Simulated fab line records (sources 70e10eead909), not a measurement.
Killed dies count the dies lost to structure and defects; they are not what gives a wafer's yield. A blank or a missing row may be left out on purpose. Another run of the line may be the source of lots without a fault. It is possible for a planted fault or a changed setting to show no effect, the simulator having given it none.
fab line records	flow nand-harc	part 2 of 2: steps 4 to 6 of 6
[record] lots = 24	wafers = 72	last-day = 33
route steps=1302 shown A_CONTACT@1086 A_M0@1150
lots with no fault: from the same line, run without faults
start-h: start of the lot's first displayed wafer, in hours after the record's first day	wait-h: time in hours since the lot's previous step	" unchanged from the row above	L1.1+2: a single row standing in for several wafers	- either no value or no given start	* or withheld: withheld	< > ~ a bound
route shown NAME@n: NAME is a module with steps in the file, n the number in the route of the first one	usual: mean/standard deviation taken from wafers without a fault	same: alike in all rows	chamber/n: place in a boat	sites: per-site readings	_std_site: the standard deviation of these	_edge_site: inner sites' mean taken away from outer sites' mean	radius-mm: how far each site lies from the wafer's centre	mask NAME#n: copy n	behind: the most recent tool/chamber to have shaped the wafer	hold: the reason the lot was held/the length of the hold in hours/how it ended	device: names the non-switching transistor (n, p or np)	end of line: the route-end tests of the same wafers	where a step has no rows: the recipe by itself	killed: count of dies lost to structure and defects at first sort (not the wafer's yield)	map: a wafer's dies, marking killed ones x, the rest . and places with no die _
set.NAME: the setting as run; set.NAME@STEP: as run at that earlier step	model.NAME: the simulator's own value behind a step, which no gauge read
one table for each step of the route and one row for each wafer, over a sample of lots
services: from which hour (start-h, from the record's first day; less than 0 if before it) a tool's chamber was out of use, for how many hours, and why
[[steps]]
[step NHARC_A_M0_ETCH_34]
[recipe] target-depth-a = 400	overetch-a = 120	time-s = 43.94	ion-energy-ev = 200	n2-flow-sccm = 150	h2-flow-sccm = 150	ar-flow-sccm = 0	rf-w = 400	bias-w = 150	chemistry = N2/H2
[usual] drypump-motor-current-A = 5.7/0.63	oes-product-au = 0.998/0.007	rf-vpp-V = 430.6/2.4	showerhead-plenum-p-Torr = 2.04/0.086	throttle-valve-pct = 14.171/0.0091
lot.wafer	tool	chamber	start-h	wait-h	drypump-motor-current-A	oes-product-au	rf-hours-counter-h	rf-vpp-V	showerhead-plenum-p-Torr	throttle-valve-pct
L074.1	rie-diel-07	0	525.08	0.1	4.6	0.996	2	434.6	2.20	14.173
L074.5	"	3	"	"	6.4	0.988	-	431.9	2.11	14.161
L074.6	"	0	"	"	4.6	1.000	-	434.5	2.20	14.167
L075.4	rie-diel-05	0	536.76	0.1	4.8	1.001	8	426.4	1.96	14.187
L075.3	"	2	"	"	5.6	0.993	7	432.4	2.10	14.169
L075.1	"	3	"	"	6.6	0.993	8	429.3	1.98	14.166
L077.2	rie-diel-02	2	542.42	0.1	6.6	1.001	7	431.7	2.06	14.169
L077.1	"	0	"	"	5.7	1.003	6	434.0	2.15	14.185
L077.6	"	2	"	"	6.6	1.006	-	430.5	2.06	14.176
L078.2	rie-diel-05	0	548.71	0.1	4.9	0.992	8	429.8	1.96	14.155
L078.4	"	1	"	"	5.7	0.992	7	429.4	1.97	14.178
L078.5	"	0	"	"	4.8	0.990	-	428.7	1.96	14.159
L076.3	rie-diel-02	0	549.17	0.1	5.7	1.002	6	433.9	2.15	14.161
L076.1	"	3	"	"	5.8	0.994	7	432.4	2.15	14.153
L076.5	"	1	"	"	5.5	1.005	-	428.4	1.96	14.163
L079.3	rie-diel-07	0	588.96	0.1	4.6	1.001	6	433.8	2.19	14.174
L079.5	"	0	"	"	4.6	0.997	-	434.7	2.20	14.187
L079.6	"	1	"	"	6.3	0.993	-	427.3	1.93	14.157
L080.4	rie-diel-07	3	590.89	0.1	6.4	0.993	6	433.3	2.11	14.169
L080.1	"	0	"	"	4.6	1.009	6	433.3	2.19	14.181
L080.5	"	2	"	"	5.5	0.995	-	431.7	2.10	14.177
L082.3	rie-diel-02	0	598.42	0.1	5.7	0.997	2	432.3	2.15	14.185
L082.1	"	1	"	"	5.5	1.007	0	428.7	1.96	14.158
L082.6	"	0	"	"	5.7	0.999	-	434.3	2.15	14.181
L081.4	rie-diel-05	1	599.65	0.1	5.7	0.987	1	429.0	1.97	14.164
L081.3	"	2	"	"	5.6	0.998	1	431.4	2.10	14.166
L081.5	"	3	"	"	6.6	1.001	-	427.9	1.98	14.172
L085.3	rie-diel-02	0	634.55	0.1	5.7	0.999	4	432.6	2.15	14.174
L085.5	"	0	"	"	5.7	0.997	-	433.6	2.15	14.176
L085.6	"	1	"	"	5.5	1.012	-	428.5	1.96	14.168
L083.1	rie-diel-05	2	636.45	0.1	5.6	1.006	2	433.4	2.10	14.173
L083.4	"	0	"	"	4.8	1.010	-	429.1	1.96	14.161
L083.5	"	2	"	"	5.5	1.003	-	432.4	2.10	14.179
L084.3	rie-diel-05	0	637.88	0.1	4.8	0.995	2	428.2	1.96	14.163
L084.6	"	2	"	"	5.6	0.998	-	431.5	2.10	14.168
L084.4	"	1	"	"	5.7	0.999	-	429.0	1.97	14.174
L086.4	rie-diel-07	1	640.84	0.1	6.3	0.985	8	427.3	1.93	14.166
L086.2	"	0	"	"	4.6	0.992	8	434.8	2.19	14.165
L086.5	"	1	"	"	6.4	0.999	-	427.6	1.93	14.168
L087.2	rie-diel-05	2	659.10	0.1	5.6	1.002	5	433.2	2.10	14.167
L087.5	"	0	"	"	4.9	1.006	-	429.4	1.95	14.163
L087.6	"	1	"	"	5.7	1.008	-	428.5	1.97	14.168
L091.3	rie-diel-07	3	667.14	0.1	6.4	1.009	1	430.7	2.11	14.176
L091.2	"	2	"	"	5.5	0.991	1	433.8	2.10	14.157
L091.5	"	3	"	"	6.4	0.995	-	432.7	2.11	14.153
L088.4	rie-diel-07	0	669.64	0.1	4.6	0.994	1	433.1	2.19	14.173
L088.5	"	2	"	"	5.5	1.001	-	431.2	2.10	14.179
L088.6	"	3	"	"	6.4	0.997	-	433.9	2.11	14.177
L090.4	rie-diel-05	3	676.98	0.1	6.6	0.994	4	429.2	1.98	14.155
L090.2	"	0	"	"	4.8	0.999	7	428.5	1.95	14.158
L090.5	"	3	"	"	6.6	0.993	-	429.9	1.98	14.148
L089.4	rie-diel-05	3	686.11	0.1	6.6	0.990	4	428.4	1.98	14.165
L089.6	"	2	"	"	5.6	0.992	-	432.1	2.10	14.179
L089.5	"	3	"	"	6.6	0.997	-	427.8	1.98	14.182
L092.3	rie-diel-07	3	692.57	0.1	6.4	0.995	2	432.1	2.11	14.167
L092.6	"	3	"	"	6.4	1.004	-	432.9	2.11	14.175
L092.5	"	0	"	"	4.6	1.011	-	433.6	2.19	14.163
L093.1	rie-diel-05	3	722.56	0.1	6.6	1.008	6	429.1	1.98	14.161
L093.6	"	1	"	"	5.7	0.997	-	427.9	1.97	14.156
L093.5	"	2	"	"	5.5	1.007	-	431.7	2.09	14.174
L094.4	rie-diel-05	3	731.25	0.1	6.6	0.982	7	430.6	1.98	14.177
L094.2	"	0	"	"	4.9	0.999	10	427.6	1.95	14.176
L094.6	"	2	"	"	5.5	0.994	-	432.6	2.09	14.182
L096.2	rie-diel-05	0	736.39	0.1	4.9	0.999	10	428.2	1.95	14.164
L096.3	"	2	"	"	5.5	1.002	12	431.8	2.09	14.173
L096.5	"	0	"	"	4.9	1.004	-	428.3	1.95	14.177
L095.3	rie-diel-07	0	737.77	0.1	4.6	1.003	3	435.7	2.19	14.175
L095.6	"	2	"	"	5.5	0.993	-	430.4	2.09	14.172
L095.5	"	3	"	"	6.4	1.002	-	432.6	2.11	14.169
L097.3	rie-diel-05	0	741.13	0.1	4.9	1.004	10	428.3	1.95	14.176
L097.2	"	1	"	"	5.7	1.010	12	429.3	1.97	14.175
L097.5	"	3	"	"	6.6	1.000	-	428.2	1.98	14.173
[step NHARC_A_M0_ETCH_15]
[recipe] target-depth-a = 1500	overetch-a = 150	time-s = 82.5	c4f8-flow-sccm = withheld	ar-flow-sccm = 400	rf-w = 600	bias-w = 300	chemistry = C4F8/Ar
[usual] oes-product-au = 0.950/0.023	rf-vpp-V = 440.9/2.5
lot.wafer	tool	chamber	start-h	wait-h	oes-product-au	rf-hours-counter-h	rf-vpp-V
L074.1	rie-diel-07	0	-	-	0.989	2	445.9
L074.5	"	3	"	"	0.972	-	443.2
L074.6	"	0	"	"	0.983	-	445.6
L075.4	rie-diel-05	2	-	-	0.986	7	442.1
L075.3	"	0	"	"	0.958	8	437.5
L075.1	"	1	"	"	0.984	7	438.6
L077.1	rie-diel-02	3	-	-	0.916	7	441.7
L077.2	"	1	"	"	0.933	7	438.0
L077.6	"	0	"	"	0.924	-	443.6
L078.4	rie-diel-05	1	-	-	0.929	7	438.2
L078.2	"	3	"	"	0.915	9	438.7
L078.5	"	1	"	"	0.931	-	438.3
L076.1	rie-diel-02	3	-	-	0.943	7	443.4
L076.3	"	0	"	"	0.956	6	444.4
L076.5	"	1	"	"	0.951	-	440.0
L079.3	rie-diel-07	1	-	-	0.921	6	437.7
L079.5	"	0	"	"	0.909	-	444.7
L079.6	"	1	"	"	0.928	-	435.8
L080.4	rie-diel-07	0	-	-	0.929	6	444.0
L080.1	"	1	"	"	0.933	6	438.1
L080.5	"	2	"	"	0.926	-	443.2
L082.1	rie-diel-02	2	-	-	0.953	2	440.1
L082.3	"	0	"	"	0.975	2	442.9
L082.6	"	2	"	"	0.958	-	440.4
L081.3	rie-diel-05	1	-	-	0.963	1	438.6
L081.4	"	3	"	"	0.986	1	438.4
L081.5	"	1	"	"	0.965	-	439.9
L085.3	rie-diel-02	1	-	-	0.987	2	440.3
L085.6	"	1	"	"	0.982	-	439.7
L085.5	"	2	"	"	0.972	-	441.8
L083.1	rie-diel-05	0	-	-	0.966	2	438.5
L083.5	"	1	"	"	0.968	-	437.6
L083.4	"	2	"	"	0.961	-	443.0
L084.3	rie-diel-05	1	-	-	0.965	2	439.5
L084.6	"	0	"	"	0.956	-	439.1
L084.4	"	2	"	"	0.963	-	443.0
L086.2	rie-diel-07	2	-	-	0.920	8	442.1
L086.4	"	3	"	"	0.918	8	442.5
L086.5	"	2	"	"	0.921	-	442.4
L087.2	rie-diel-05	1	-	-	0.964	5	438.5
L087.6	"	0	"	"	0.955	-	437.6
L087.5	"	1	"	"	0.963	-	437.8
L091.3	rie-diel-07	3	-	-	0.980	1	442.8
L091.2	"	1	"	"	0.968	1	436.8
L091.5	"	0	"	"	0.987	-	445.6
L088.4	rie-diel-07	3	-	-	0.969	1	442.6
L088.6	"	1	"	"	0.971	-	438.3
L088.5	"	2	"	"	0.982	-	442.7
L090.2	rie-diel-05	0	-	-	0.920	7	438.3
L090.4	"	1	"	"	0.931	8	438.6
L090.5	"	1	"	"	0.933	-	439.6
L089.4	rie-diel-05	0	-	-	0.923	7	438.1
L089.5	"	1	"	"	0.923	-	441.0
L089.6	"	2	"	"	0.919	-	443.3
L092.3	rie-diel-07	1	-	-	0.973	2	439.7
L092.5	"	2	"	"	0.975	-	441.5
L092.6	"	3	"	"	0.969	-	444.1
L093.1	rie-diel-05	0	-	-	0.924	9	438.3
L093.5	"	2	"	"	0.926	-	443.3
L093.6	"	3	"	"	0.968	-	437.6
L094.4	rie-diel-05	1	-	-	0.923	11	440.2
L094.2	"	3	"	"	0.919	7	439.2
L094.6	"	1	"	"	0.934	-	440.0
L096.3	rie-diel-05	0	-	-	0.922	10	438.4
L096.2	"	1	"	"	0.933	11	439.0
L096.5	"	2	"	"	0.919	-	442.5
L095.3	rie-diel-07	1	-	-	0.980	3	437.6
L095.6	"	2	"	"	0.981	-	442.9
L095.5	"	3	"	"	0.967	-	442.4
L097.3	rie-diel-05	1	-	-	0.957	12	440.0
L097.2	"	3	"	"	0.961	8	440.3
L097.5	"	0	"	"	0.950	-	439.2
[step NHARC_A_M0_PRE_CLEAN_31]
[recipe] time-s = 12	temp-c = 370	rf-power-w = 300	gas = NH3
[usual] heater-power-w = 635/110	susceptor-temp-C = 369.96/0.21
lot.wafer	tool	chamber	start-h	wait-h	heater-power-w	susceptor-temp-C
L074.1	pecvd-04	2	527.58	0.1	693	369.98
L074.5	"	1	"	"	470	369.78
L074.6	"	2	"	"	688	370.15
L075.1	pecvd-04	2	539.20	0.1	600	369.61
L075.3	"	0	"	"	556	369.93
L075.4	"	2	"	"	610	369.43
L077.1	pecvd-04	0	544.91	0.1	582	369.89
L077.2	"	1	"	"	460	369.89
L077.6	"	2	"	"	698	370.03
L078.2	pecvd-01	1	551.18	0.1	743	369.92
L078.4	"	0	"	"	721	369.71
L078.5	"	1	"	"	732	370.19
L076.3	pecvd-04	2	551.62	0.1	691	369.93
L076.1	"	0	"	"	623	370.06
L076.5	"	0	"	"	624	369.80
L079.3	pecvd-04	2	591.54	0.1	594	369.53
L079.6	"	0	"	"	556	369.86
L079.5	"	1	"	"	458	370.02
L080.1	pecvd-01	2	593.41	0.1	522	370.12
L080.4	"	1	"	"	735	370.17
L080.5	"	0	"	"	780	370.24
L082.3	pecvd-03	1	600.90	0.1	601	369.75
L082.1	"	2	"	"	706	370.25
L082.6	"	1	"	"	596	369.71
L081.3	pecvd-03	0	602.25	0.1	726	369.94
L081.5	"	2	"	"	704	369.79
L081.4	"	0	"	"	711	369.88
L085.3	pecvd-03	2	637.03	0.1	706	369.83
L085.5	"	1	"	"	554	370.21
L085.6	"	2	"	"	710	369.53
L083.1	pecvd-03	1	638.96	0.1	535	370.11
L083.5	"	1	"	"	540	370.11
L083.4	"	2	"	"	751	369.99
L084.3	pecvd-03	1	640.44	0.1	615	369.68
L084.6	"	2	"	"	700	369.76
L084.4	"	0	"	"	702	370.30
L086.2	pecvd-03	0	643.52	0.1	757	369.71
L086.4	"	1	"	"	529	370.22
L086.5	"	2	"	"	723	370.17
L087.2	pecvd-03	0	661.65	0.1	735	369.80
L087.6	"	0	"	"	725	369.94
L087.5	"	1	"	"	587	370.03
L091.2	pecvd-01	0	669.62	0.1	785	370.17
L091.3	"	0	"	"	790	369.50
L091.5	"	2	"	"	524	370.17
L088.6	pecvd-03	1	672.12	0.1	589	370.00
L088.4	"	2	"	"	644	369.78
L088.5	"	0	"	"	621	369.95
L090.2	pecvd-04	1	679.45	0.1	406	369.81
L090.5	"	0	"	"	590	369.71
L090.4	"	1	"	"	420	370.04
L089.6	pecvd-04	1	688.60	0.1	464	370.03
L089.4	"	2	"	"	668	369.99
L089.5	"	0	"	"	605	369.72
L092.3	pecvd-01	2	695.15	0.1	586	370.11
L092.5	"	0	"	"	848	369.83
L092.6	"	2	"	"	583	369.98
L093.1	pecvd-01	0	725.02	0.1	776	369.59
L093.5	"	0	"	"	783	369.68
L093.6	"	2	"	"	593	370.00
L094.2	pecvd-01	0	733.71	0.1	818	370.18
L094.4	"	2	"	"	540	370.14
L094.6	"	2	"	"	542	370.22
L096.2	pecvd-01	2	738.87	0.1	529	370.02
L096.3	"	2	"	"	525	370.18
L096.5	"	2	"	"	519	370.23
L095.3	pecvd-04	0	740.44	0.3	575	369.80
L095.6	"	1	"	"	388	370.32
L095.5	"	2	"	"	598	369.78
L097.2	pecvd-01	2	743.58	0.1	574	369.87
L097.3	"	2	"	"	568	369.97
L097.5	"	0	"	"	751	369.87
[[services]]
tool	chamber	start-h	hours	kind
pecvd-01	-	492.26	13.0	pm
pecvd-03	2	505.17	1.9	repair
rie-diel-05	-	508.98	1.0	repair
pecvd-01	-	511.79	2.8	repair
rie-diel-13	-	519.08	9.0	pm
rie-diel-02	3	525.74	4.6	repair
pecvd-03	-	547.00	13.0	pm
har-cap-etch-02	-	562.06	1.1	repair
rie-diel-02	2	569.85	2.4	repair
rie-diel-02	-	570.81	9.0	pm
rie-diel-05	-	583.60	9.0	pm
rie-diel-02	1	584.33	12.7	repair
har-cap-etch-02	-	585.38	0.2	repair
rie-diel-10	-	596.72	9.0	pm
rie-diel-05	3	621.63	40.0	repair
rie-diel-10	1	624.97	18.9	repair
rie-diel-07	3	627.36	4.3	repair
rie-diel-10	3	634.00	16.1	repair
rie-diel-02	2	637.85	3.3	repair
rie-diel-07	-	648.20	9.0	pm
rie-diel-07	0	658.35	4.0	repair
rie-diel-07	0	693.74	6.0	repair
rie-diel-07	1	699.68	4.0	repair
rie-diel-10	2	725.64	14.7	repair
